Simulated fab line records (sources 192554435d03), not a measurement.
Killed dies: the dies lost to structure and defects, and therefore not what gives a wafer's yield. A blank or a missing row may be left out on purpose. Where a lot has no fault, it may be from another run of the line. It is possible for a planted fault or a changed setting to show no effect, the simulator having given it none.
fab line records    flow n5-finfet
record: lots: 4  wafers: 10  last-day: 16
route steps=1938 shown SD_EPI_N@269 SD_EPI_P@295 BEOL_M4@1111 PASSIVATION@1936
lots untouched by any fault: they come from a run of this same line in which no faults occurred
start-h: hours from the record's first day to the start of the lot's first wafer shown    wait-h: time in hours since the lot's previous step    " same as the row above    L1.1+2: several wafers, shown together as one row    - no value, or no start was given    * or withheld: withheld    < > ~ a bound
route shown NAME@n: NAME is a module with steps in the file, n the number in the route of the first one    usual: mean/standard deviation of fault-free wafers    same: alike in all rows    chamber/n: place in a boat    sites: the reading at each site    _std_site: the values' standard deviation    _edge_site: outer sites' mean less inner sites'    radius-mm: how far each site lies from the wafer's centre    mask NAME#n: copy n    behind: the last tool/chamber to shape the wafer    hold: why the lot went on hold/how many hours it stayed there/how the hold came to an end    device: the transistor (n, p or np) that didn't switch    end of line: the tests these same wafers got at the end of their route    a step without rows: its recipe alone    killed: dies that structure and defects cost at the first sort, which is not the same as the wafer's yield    map: the dies of a wafer, with x for killed, . for not killed, _ for no die there
set.NAME: the setting that was run; set.NAME@STEP: the one run at that earlier step    model.NAME: the simulator's own value behind a step, which no gauge read
certain route steps with their lots: each step a table, each wafer a row
services: from which hour (start-h, from the record's first day; less than 0 if before it) a tool's chamber was out of use, for how many hours, and why
== steps ==
step: N5_SD_EPI_N_DEVELOP_08
recipe: develop-time-s: 30  developer: TMAH  resist: CAR-ArF-block  dev-temp-c: 23  rinse-liquid: diw  dry: air-spin
step: N5_SD_EPI_N_DESCUM_14
recipe: chemistry: O2  time-s: 7.9  source-power-w: 50  bias-power-w: 20  pressure-mtorr: 20  rf-frequency-hz: 2.712e+07  temp-c: 40  resist: CAR-ArF-block  o2-flow-sccm: 225
step: N5_SD_EPI_N_ETCH_34
recipe: chemistry: CF4  target: SiARC  target-depth-a: 455  mask-material: CAR-ArF-block  time-s: 75.8  ion-energy-ev: 80  pressure-mtorr: 40  source-w: 545  bias-w: 36  Ar_flow_sccm: 100  cf4-flow-sccm: 100  ends: cleared
step: N5_SD_EPI_N_ETCH_35
recipe: chemistry: N2/H2  target: SOC  overetch-a: 1080  mask-material: SiARC  temp-c: 40  ion-energy-ev: 100  source-w: 3000  bias-w: 133  pressure-mtorr: 20  time-s: 486  n2-flow-sccm: 200  h2-flow-sccm: 200
step: N5_SD_EPI_N_STRIP_36
recipe: chemistry: N2/H2  temp-c: 40  n2-flow-sccm: 200  h2-flow-sccm: 200  rf-frequency-hz: 6e+07
step: N5_SD_EPI_N_ETCHBACK_44
recipe: chemistry: CH3F/O2  mode: anisotropic-etchback  target: SiNx  target-depth-a: 145  stop-on: SiO2  over-etch-frac: 0.3  ion-energy-ev: 120  pressure-mtorr: 30  source-w: 395  bias-w: 73  Ar_flow_sccm: 150  CH3F_flow_sccm: 30  O2_flow_sccm: 20
step: N5_SD_EPI_N_ETCH_45
recipe: chemistry: CH3F/O2  target: SiOCN  target-depth-a: 60  mask-material: SOC  ion-energy-ev: 60  bias-w: 29  pressure-mtorr: 15  source-w: 410  Ar_flow_sccm: 150  CH3F_flow_sccm: 30  O2_flow_sccm: 20
step: N5_SD_EPI_N_ETCH_16
recipe: chemistry: CHF3/O2  target: SiO2  target-depth-a: 50  mask-material: SOC  pressure-mtorr: 30  source-w: 650  bias-w: 170  Ar_flow_sccm: 200  CHF3_flow_sccm: 50  O2_flow_sccm: 5  ion-energy-ev: 200
step: N5_SD_EPI_N_STRIP_47
recipe: chemistry: CHF3/O2  resist: SiARC  rf-frequency-hz: 6e+07
step: N5_SD_EPI_N_SD_RECESS_17
recipe: chemistry: HBr/Cl2/O2  target-depth-a: 410  mask-material: SOC  time-s: 23.7  bt-time-s: 3  pressure-mtorr: 10  icp-w: 800  bias-w: 112  HBr_flow_sccm: 150  Cl2_flow_sccm: 80  O2_flow_sccm: 12
usual: HBr_flow_sccm: 150.0/0.44  drypump-motor-current-A: 5.7/0.39  oes-product-au: 1.001/0.016  throttle-valve-pct: 37.2/0.31
lot.wafer  tool       chamber  start-h  wait-h  HBr_flow_sccm  drypump-motor-current-A  oes-product-au  rf-hours-counter-h  throttle-valve-pct  model.Si_of_WELL_APT_EPI_41.thk-nm  model.etch.depth-nm  model.SD_EPI_N.feature-depth-nm
L268.3     rie-si-04  2        130.20   0.0     150.5          5.7                      0.873           108                 37.3                26                                  22.99                23
L268.6     "          1        "        "       150.7          5.3                      1.002           -                   37.4                9                                   40.23                40.2
L272.3     rie-si-04  1        145.97   0.0     149.4          5.3                      0.898           40                  37.4                27.2                                22.77                22.8
L272.5     "          2        "        "       150.3          5.7                      0.967           -                   37.2                10                                  40.75                40.8
L274.1     rie-si-05  3        156.63   0.0     149.9          5.5                      0.988           182                 37.1                10                                  39.98                40
L274.4     "          2        "        "       150.2          5.4                      1.002           70                  37.4                7.8                                 42.03                42
L274.5     "          3        "        "       149.8          5.5                      0.995           -                   37.1                9.6                                 40.13                40.2
L277.1     rie-si-05  3        178.04   0.0     150.1          5.5                      1.009           183                 37.1                9.4                                 40.87                40.8
L277.4     "          0        "        "       149.8          5.8                      1.030           146                 37.6                10.2                                40.63                40.6
L277.6     "          3        "        "       150.4          5.5                      0.993           -                   37.1                10.6                                40.27                40.2
step: N5_SD_EPI_N_STRIP_38
recipe: chemistry: N2/H2  power-w: 1000  temp-c: 250  h2-frac: 0.65  overash-fraction: 0.3  pressure-mtorr: withheld  n2-flow-sccm: 1750  h2-flow-sccm: 3250
step: N5_SD_EPI_N_WET_ETCH_43
recipe: chemistry: dHF  dilution: withheld  time-s: 14  target: SiO2  target-depth-a: 15  temp-c: 25
step: N5_SD_EPI_N_STRIP_18
recipe: chemistry: SPM  time-s: 750  temp-c: 130  h2so4-h2o2-vol-ratio: 4
lot.wafer  tool          chamber  start-h  wait-h  model.Si_of_WELL_APT_EPI_41.thk-nm
L268.3     wet-bench-04  6        130.38   0.0     25.6
L268.6     "             3        "        "       8.6
L272.3     wet-bench-03  4        146.16   0.0     26.8
L272.5     "             1        "        "       9.8
L274.1     wet-bench-04  6        156.83   0.0     9.6
L274.4     "             5        "        "       7.4
L274.5     "             3        "        "       9.4
L277.1     wet-bench-02  7        178.23   0.0     9
L277.4     "             0        "        "       9.8
L277.6     "             6        "        "       10.2
step: N5_SD_EPI_N_SRD_20
recipe: dry: ipa-marangoni  do-ppb: 5  time-s: 30  temp-c: 23  rinse-liquid: diw
step: N5_SD_EPI_N_PRECLEAN_48
recipe: chemistry: NF3:NH3  afs-cycles: 2  temp-c: 30  time-s: 20  sublimation-temp-c: 180  sublimation-time-s: 60  pressure-torr: 3  rf-power-w: 30
step: N5_SD_EPI_N_VAPOR_ETCH_50
recipe: chemistry: HCl  target: Si  temp-c: 775  time-s: 54  pressure-torr: 20  mode: isotropic
step: N5_SD_EPI_N_EPI_21
recipe: material: Si:P  dopant: P  temp-c: 680  pressure-torr: 255  time-s: 690
step: N5_SD_EPI_N_PRECLEAN_24
recipe: chemistry: O3/DIW  time-s: 60  temp-c: 22  o3-ppm: 10
step: N5_SD_EPI_N_SRD_25
recipe: time-s: 30  temp-c: 23  rinse-liquid: diw  dry: ipa-marangoni
step: N5_SD_EPI_N_PRECLEAN_49
recipe: chemistry: NF3:NH3  afs-cycles: 1  temp-c: 30  time-s: 20  sublimation-temp-c: 180  sublimation-time-s: 60  pressure-torr: 3  rf-power-w: 30
step: N5_SD_EPI_N_LINER_46
recipe: material: SiNx  target-thk-a: 30  temp-c: 400  ald-precursor-family: SiH2I2  ald-co-reactant: N2/H2-plasma  pressure-torr: 2
step: N5_SD_EPI_P_COAT_34
recipe: resist: SOC  temp-c: 250  time-s: 60  spin-rpm: 1500  resist-thk-nm: 350
step: N5_SD_EPI_P_COAT_35
recipe: resist: SiARC  temp-c: 220  time-s: 60  spin-rpm: 1500  resist-thk-nm: 35
step: N5_SD_EPI_P_COAT_03
recipe: resist: CAR-ArF-block  spin-rpm: 1500  resist-thk-nm: 150
step: N5_SD_EPI_P_EBR_05
recipe: solvent: PGMEA  ebr-width-mm: 1.5
step: N5_SD_EPI_P_SOFTBAKE_04
recipe: temp-c: 110  time-s: 60  resist: CAR-ArF-block
step: N5_SD_EPI_P_EXPOSE_06
recipe: mask-id: SD_P_BLK  na: 1.35  source-shape: conventional  sigma-outer: 0.8  polarization: unpolarized  target-cd-nm: 240  dose-mj: 39.5
step: N5_SD_EPI_P_PEB_07
recipe: peb-temp-c: 110  peb-time-s: 60  resist: CAR-ArF-block
step: N5_SD_EPI_P_DEVELOP_08
recipe: develop-time-s: 30  developer: TMAH  resist: CAR-ArF-block  dev-temp-c: 23  rinse-liquid: diw  dry: air-spin
step: N5_SD_EPI_P_DESCUM_14
recipe: chemistry: O2  time-s: 7.9  source-power-w: 50  bias-power-w: 20  pressure-mtorr: 20  rf-frequency-hz: 2.712e+07  temp-c: 40  resist: CAR-ArF-block  o2-flow-sccm: 225
step: N5_SD_EPI_P_ETCH_36
recipe: chemistry: CF4  target: SiARC  target-depth-a: 455  mask-material: CAR-ArF-block  time-s: 75.8  ion-energy-ev: 80  pressure-mtorr: 40  source-w: 545  bias-w: 36  Ar_flow_sccm: 100  cf4-flow-sccm: 100  ends: cleared
step: N5_SD_EPI_P_ETCH_37
recipe: chemistry: N2/H2  target: SOC  overetch-a: 1080  mask-material: SiARC  temp-c: 40  ion-energy-ev: 100  source-w: 3000  bias-w: 133  pressure-mtorr: 20  time-s: 486  n2-flow-sccm: 200  h2-flow-sccm: 200  ends: end-point
step: N5_SD_EPI_P_STRIP_38
recipe: chemistry: N2/H2  temp-c: 40  n2-flow-sccm: 200  h2-flow-sccm: 200  rf-frequency-hz: 6e+07
step: N5_SD_EPI_P_ETCHBACK_46
recipe: chemistry: CH3F/O2  mode: anisotropic-etchback  target: SiNx  target-depth-a: 175  stop-on: SiO2  over-etch-frac: 0.3  ion-energy-ev: 120  pressure-mtorr: 30  source-w: 395  bias-w: 73  Ar_flow_sccm: 150  CH3F_flow_sccm: 30  O2_flow_sccm: 20
step: N5_BEOL_M4_RC_MEAS_101
usual: CJ_N: 4.32/0.088  DIBL_N: 36.3/1.4  DIBL_P: 35.7/1.5  IOFF_N: 0.155/0.022  IOFF_N_85C: 3.0/0.36  IOFF_N_LIN: 0.072/0.0083  IOFF_P: 0.204/0.027  ION_N: 671/9  ION_P: 459/6.2  REXT_N: 75.4/1.5  SS_N: 71.5/0.54  SS_P: 73.1/0.56  VT_N: 250.2/2.6  VT_N_LVT: 98.8/2.7  VT_P: -251/3.3
lot.wafer  tool       chamber  start-h  wait-h  CJ_N  DIBL_N[mV/V]  DIBL_P[mV/V]  IOFF_N[nA/um]  IOFF_N_85C[nA/um]  IOFF_N_LIN[nA/um]  IOFF_P[nA/um]  ION_N[uA/um]  ION_P[uA/um]  REXT_N[ohm.um]  SS_N[mV/dec]  SS_P[mV/dec]  VT_N[mV]  VT_N_LVT[mV]  VT_P[mV]
L268.3     prober-01  0        257.09   0.3     2.58  31.1          36.0          0.086          1.9                0.045              0.178          518           458           93.9            70.4          72.8          260.5     108.6         -254
L268.6     "          0        "        "       4.30  34.0          35.1          0.126          2.5                0.062              0.166          662           452           77.8            71.0          72.9          252.4     99.5          -254
L272.3     prober-01  0        263.09   0.3     2.56  30.3          35.8          0.079          1.8                0.043              0.181          517           459           90.8            70.5          72.4          262.0     110.2         -250
L272.5     "          0        "        "       4.27  35.6          36.5          0.149          3.1                0.070              0.194          666           451           76.2            72.0          73.4          253.2     99.2          -252
L274.1     prober-01  0        274.32   0.0     4.24  35.4          35.2          0.139          2.8                0.066              0.192          674           453           76.9            71.2          73.7          252.0     102.5         -251
L274.4     "          0        "        "       4.46  38.4          37.3          0.197          3.7                0.082              0.237          677           459           75.0            72.3          73.3          249.3     97.7          -250
L274.5     "          0        "        "       4.24  34.9          34.4          0.131          2.6                0.063              0.195          666           458           76.8            71.2          72.7          251.6     102.4         -250
L277.1     prober-02  0        294.09   0.0     4.18  35.7          36.3          0.154          3.0                0.070              0.220          671           460           76.3            71.2          72.6          247.2     101.3         -248
L277.4     "          0        "        "       4.15  35.1          35.1          0.143          2.8                0.066              0.213          666           460           75.5            71.6          72.6          251.1     102.3         -249
L277.6     "          0        "        "       4.12  36.3          36.7          0.161          3.1                0.072              0.225          665           460           76.2            71.8          73.5          249.2     101.1         -247
step: N5_PASSIVATION_PROBE_49
usual: defect-limited-yield: 91.0/1.5  killed_at_M0_to_M3: 36/12  killed_at_M4_up: 14/5.5  killed-at-contacts: 11/4.8  killed-at-front-end: 42/12  killed-at-other: 3.7/2.7  killed-dies: 106/18  killed-open: 70/13  killed-short: 35/8.2  sort_bin_5_function: 5.3/1  sort_bin_6_memory: 3.3/0.69  sort_bin_8_speed: 0.00/0.007  sort-n-pass: 1074/18  sort-yield-pct: 91.0/1.5
same: gross-dies: 1180  killed-at-back-side: 0  sort_bin_4_leakage[%]: 0
lot.wafer  tool       chamber  start-h  wait-h  defect-limited-yield[%]  killed_at_M0_to_M3  killed_at_M4_up  killed-at-contacts  killed-at-front-end  killed-at-other  killed-dies  killed-open  killed-short  sort_bin_5_function[%]  sort_bin_6_memory[%]  sort_bin_8_speed[%]  sort-n-pass  sort-yield-pct[%]
L268.3     prober-01  -        361.73   0.1     89.2                     40                  32               15                  39                   1                127          96           28            7.5                     3.0                   89.24                0            0
L272.3     prober-02  -        361.77   0.1     90.8                     42                  10               9                   43                   4                108          70           35            6.3                     2.4                   90.85                0            0
L272.5     prober-02  -        361.87   0.2     88.3                     45                  19               11                  59                   4                138          91           45            7.2                     4.1                   0                    1042         88.3
L277.1     prober-01  -        389.11   0.0     91.8                     33                  8                9                   46                   1                97           65           30            4.8                     3.1                   0                    1083         91.8
L277.4     prober-01  -        389.26   0.2     91.8                     37                  14               17                  27                   2                97           67           28            4.8                     3.3                   0                    1083         91.8
L277.6     prober-01  -        389.36   0.3     91.0                     45                  13               19                  26                   3                106          67           39            4.9                     3.7                   0                    1074         91.0
killed by level:class
L268.3 BEOL_M4:geometric-particle:open=16 BEOL_M2:geometric-particle:open=16 MOL_CONTACT_COAG:geometric-particle:open=11 BEOL_M3:geometric-particle:open=9 STI_FIN_REVEAL:geometric-particle:open=7 BEOL_M1:geometric-particle:open=6 BEOL_M5:geometric-particle:open=6 FIN_SAQP:geometric-particle:open=5
L272.3 FIN_SAQP:geometric-particle:open=12 BEOL_M0_SAQP:geometric-particle:short=11 BEOL_M2:geometric-particle:open=10 FIN_SAQP:geometric-particle:short=9 MOL_CONTACT_COAG:geometric-particle:open=9 BEOL_M1:geometric-particle:open=8 BEOL_M4:geometric-particle:open=6 DUMMY_GATE:geometric-particle:open=5
L272.5 FIN_SAQP:geometric-particle:open=21 FIN_SAQP:geometric-particle:short=10 BEOL_M0_SAQP:geometric-particle:open=10 MOL_CONTACT_COAG:geometric-particle:open=9 BEOL_M0_SAQP:geometric-particle:short=9 BEOL_M4:geometric-particle:open=7 STI_FIN_REVEAL:geometric-particle:open=7 BEOL_M2:geometric-particle:open=7
L277.1 FIN_SAQP:geometric-particle:open=13 BEOL_M0_SAQP:geometric-particle:short=10 STI_FIN_REVEAL:geometric-particle:open=9 BEOL_M0_SAQP:geometric-particle:open=9 STARTING-WAFER:geometric-particle:short=8 DUMMY_GATE:geometric-particle:open=7 MOL_CONTACT_COAG:geometric-particle:open=7 BEOL_M2:geometric-particle:open=6
L277.4 MOL_CONTACT_COAG:geometric-particle:open=11 BEOL_M0_SAQP:geometric-particle:open=9 BEOL_M2:geometric-particle:open=9 BEOL_M0_SAQP:geometric-particle:short=8 BEOL_M4:geometric-particle:open=8 FIN_SAQP:geometric-particle:open=7 MOL_CONTACT_COAG:geometric-particle:short=6 DUMMY_GATE:geometric-particle:open=4
L277.6 BEOL_M0_SAQP:geometric-particle:open=15 BEOL_M0_SAQP:geometric-particle:short=13 MOL_CONTACT_COAG:geometric-particle:open=10 BEOL_M2:geometric-particle:open=10 MOL_CONTACT_COAG:geometric-particle:short=9 FIN_SAQP:geometric-particle:open=6 BEOL_M4:geometric-particle:open=5 FIN_SAQP:geometric-particle:short=4
map L268.3 (x killed, . not)
_________________..x.x..x....________________
______________.x..............x._____________
___________...x........x.x....x....__________
__________.............x.......x...._________
________............x........x........_______
_______...............x....x..x....x...______
______............x.....x....x......x..._____
_____.....x..............................____
____x....................x..x.......x.....___
___.........x..............................__
___.....x...........x....................xx__
__....x...........x.x.x..........x......x..._
__.......................x............x....._
_....x.....x......x.xxx.....x................
_.....x...x............................x.....
_................x.x...x...x.....x...........
_..........x....x......x..........x..........
_........................x.........x.........
_........x...........xx......................
_...........x...x......x...............xx.x..
_..................x.....................x.x.
__..xx.....x.x...x..x..x.x......x.........xx_
__......x.............x.............x......._
___x.....x.x....x........................x.__
___........x............................x..__
____........x....x.......x......x...x.....___
_____.....x..xx..............x.x..x......____
______...x.xx..x.........x.x..x......x.._____
_______x..x.............xx.............______
________.................x............_______
__________..x....x.......x......x..._________
___________.x....x.....x...........__________
______________...........xx....._____________
_________________..x.........________________
map L272.5 (x killed, . not)
_________________...xx...x...________________
______________...........x......_____________
___________....x................x.x__________
__________....x..............x......_________
________x........x...............x...x_______
_______......xx...............x..xx....______
______........................x.x......._____
_____........x.x..xx.........x....xxx....____
____..x...................x.......x...x.x.___
___.............x..........................__
___....x.......x...........................__
__.......x.......x.x........x..............x_
__....x.............................x......._
_........x.x..x..x..x...x.............xx.x...
_........x.......x.x.............x........x..
_x.....x.x.....x...xx...x.x..............xx..
_.....xx....x........x.......................
_.................x...x...x....x....x........
_....xx..x...x...........................x..x
_x...x...x......x..................x..x......
_...x......x.....x................x..........
__....x.......x....xx........x...x.........._
__.x...x..............x.......x...x........._
___.....x....x.......x.....x..............x__
___..x..............................x......__
____.x..x..............x...x....x.........___
_____..................................x.____
______................x.....x..........._____
_______.x......................x.x.....______
________....x.......xx..x............x_______
__________....................x..x.x_________
___________xx.......xx.......xxxx..__________
______________.................._____________
_________________......x.....________________
== services ==
tool          chamber  start-h  hours  kind
rie-si-04     3        107.88   9.0    repair
wet-bench-04  -        167.20   10.3   repair
== key ==
first-sign: step: N5_SD_EPI_N_SD_RECESS_17  reading: oes-product-au  direction: down  sigmas: 7.4  usual: 1.001  struck: 0.885
effect: step: N5_BEOL_M4_RC_MEAS_101  reading: CJ_N  direction: down  sigmas: 20  usual: 4.32  struck: 2.57
effect: step: N5_BEOL_M4_RC_MEAS_101  reading: ION_N  direction: down  sigmas: 17  usual: 671  struck: 517
effect: step: N5_BEOL_M4_RC_MEAS_101  reading: REXT_N  direction: up  sigmas: 11  usual: 75.4  struck: 92.4
effect: step: N5_BEOL_M4_RC_MEAS_101  reading: VT_N  direction: up  sigmas: 4.2  usual: 250.2  struck: 261.2
effect: step: N5_BEOL_M4_RC_MEAS_101  reading: VT_N_LVT  direction: up  sigmas: 3.9  usual: 98.8  struck: 109.4
effect: step: N5_BEOL_M4_RC_MEAS_101  reading: DIBL_N  direction: down  sigmas: 3.9  usual: 36.3  struck: 30.7
effect: step: N5_BEOL_M4_RC_MEAS_101  reading: IOFF_N_LIN  direction: down  sigmas: 3.4  usual: 0.072  struck: 0.044
effect: step: N5_BEOL_M4_RC_MEAS_101  reading: IOFF_N_85C  direction: down  sigmas: 3.4  usual: 3.0  struck: 1.8
effect: step: N5_BEOL_M4_RC_MEAS_101  reading: IOFF_N  direction: down  sigmas: 3.3  usual: 0.155  struck: 0.083
effect: step: N5_PASSIVATION_PROBE_49  reading: sort_bin_8_speed  direction: up  sigmas: 99+  usual: 0.00  struck: 90.04
model-effect: step: N5_SD_EPI_N_SD_RECESS_17  value: Si_of_WELL_APT_EPI_41.thk-nm  without: 8.6  struck: 26.6
model-effect: step: N5_SD_EPI_N_STRIP_18  value: Si_of_WELL_APT_EPI_41.thk-nm  without: 8.3  struck: 26.2
met-at N5_SD_EPI_N_SD_RECESS_17
struck-wafers L268.3,L272.3
fault: kind: process-parameter-drift  tool: rie-si-04  chamber: -  onset-h: 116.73  steps: N5_SD_EPI_N_SD_RECESS_17  channel: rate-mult  offset: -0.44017  shape: step  end-h: 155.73  scope: struck-wafers-only
